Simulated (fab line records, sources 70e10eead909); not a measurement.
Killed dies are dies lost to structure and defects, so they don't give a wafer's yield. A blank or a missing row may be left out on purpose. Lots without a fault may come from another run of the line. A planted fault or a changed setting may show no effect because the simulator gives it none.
Which tool did it? | flow nand_harc | 15 lots, 45 wafers sampled, at 2 steps of a route of 1302

WHAT THE GAUGES READ, wafer by wafer
NHARC_P_CONTACT_OVL_MEAS_13.
lot  | measured     | on         | overlay_x_nm (nm) | overlay_y_nm (nm)
L905 | day 6 03:19  | overlay-01 | 0.4 -0.2 -0.4     | -0.5 -0.9 -1.0
L904 | day 6 03:41  | overlay-01 | -2.1 -2.1 -1.9    | 0.4 0.2 0.1
L906 | day 6 14:36  | overlay-01 | 2.4 1.9 1.9       | -0.2 0.2 0.5
L907 | day 7 06:34  | overlay-01 | -0.6 -0.4 -0.5    | -0.4 -1.4 -1.0
L908 | day 7 17:13  | overlay-02 | -0.5 -0.8 -0.9    | 0.5 0.8 0.6
L911 | day 8 18:04  | overlay-01 | -1.0 -0.5 -0.9    | 0.0 -0.1 -0.1
L912 | day 9 05:50  | overlay-02 | -0.3 -0.1 0.5     | -1.2 -1.2 -1.1
L913 | day 9 10:02  | overlay-02 | -0.1 -0.3 -0.3    | 0.3 -0.1 -0.2
L914 | day 10 05:27 | overlay-02 | -0.5 -0.7 -0.9    | -0.7 -1.0 -0.8
L916 | day 10 19:42 | overlay-02 | -0.5 -0.2 -0.1    | 0.0 0.3 -0.3
L917 | day 11 09:50 | overlay-01 | 0.2 0.1 0.3       | -0.7 -0.6 -0.3
L918 | day 11 22:16 | overlay-02 | -0.9 -0.2 -0.4    | 0.4 0.5 0.2
L925 | day 14 13:55 | overlay-02 | -0.7 -0.6 -0.4    | 0.0 0.4 0.1
L926 | day 15 07:44 | overlay-01 | 1.1 1.2 0.2       | -0.4 -0.3 -0.5
L927 | day 15 11:00 | overlay-01 | 0.8 0.5 1.2       | 0.0 -0.6 -0.3

NHARC_P_CONTACT_INSPECT_14.
lot  | measured     | on                | raw_defect_count
L905 | day 6 03:21  | defect_inspect-02 | 3 3 5
L904 | day 6 03:43  | defect_inspect-01 | 3 2 8
L906 | day 6 14:38  | defect_inspect-01 | 5 4 2
L907 | day 7 06:36  | defect_inspect-02 | 2 1 3
L908 | day 7 17:16  | defect_inspect-02 | 1 5 1
L911 | day 8 18:06  | defect_inspect-02 | 3 2 5
L912 | day 9 05:53  | defect_inspect-02 | 3 2 4
L913 | day 9 10:05  | defect_inspect-02 | 0 1 2
L914 | day 10 05:29 | defect_inspect-01 | 7 8 7
L916 | day 10 19:44 | defect_inspect-02 | 0 0 7
L917 | day 11 09:52 | defect_inspect-01 | 5 7 6
L918 | day 11 22:18 | defect_inspect-02 | 0 2 3
L925 | day 14 13:57 | defect_inspect-02 | 3 0 4
L926 | day 15 07:46 | defect_inspect-01 | 6 2 6
L927 | day 15 11:02 | defect_inspect-02 | 2 5 3

WHICH TOOL RAN EACH LOT (tool, then ch and the chambers of the sampled wafers, then the start)
The record holds no process step before these readings.

WHAT THE TOOLS THEMSELVES READ (means of the sampled wafers that have a number; where no wafer has one, the mark that the record gives instead)
The record holds no such reading with a usual standard deviation.

THE ANSWER, worked out from the rows above alone
Rule: what is usual is taken from the lots themselves. Put in order of their means at a reading, lots are off if they are a third of the lots or fewer, leave a main group of 4 or more, and stand apart from it by a gap of 3 or more times the standard deviation of the main group's means; of several such gaps the widest counts. A main group whose means are all the same, to the digits that the tables above print for the reading, isn't used. A lot without any number at a reading at which 4 lots or more have one is off too. The other lots that the step has rows for count as sound. The gauges are gone through in route order, then the tools' own readings, and for those a lot's mean is taken as printed above. The first step at which some lot is off is used, and at that step the reading that is off furthest; a lot without a number counts as furthest.
No lot is off at any reading shown: from this, nothing can be told.

WHAT THE SIMULATOR HAD PUT IN
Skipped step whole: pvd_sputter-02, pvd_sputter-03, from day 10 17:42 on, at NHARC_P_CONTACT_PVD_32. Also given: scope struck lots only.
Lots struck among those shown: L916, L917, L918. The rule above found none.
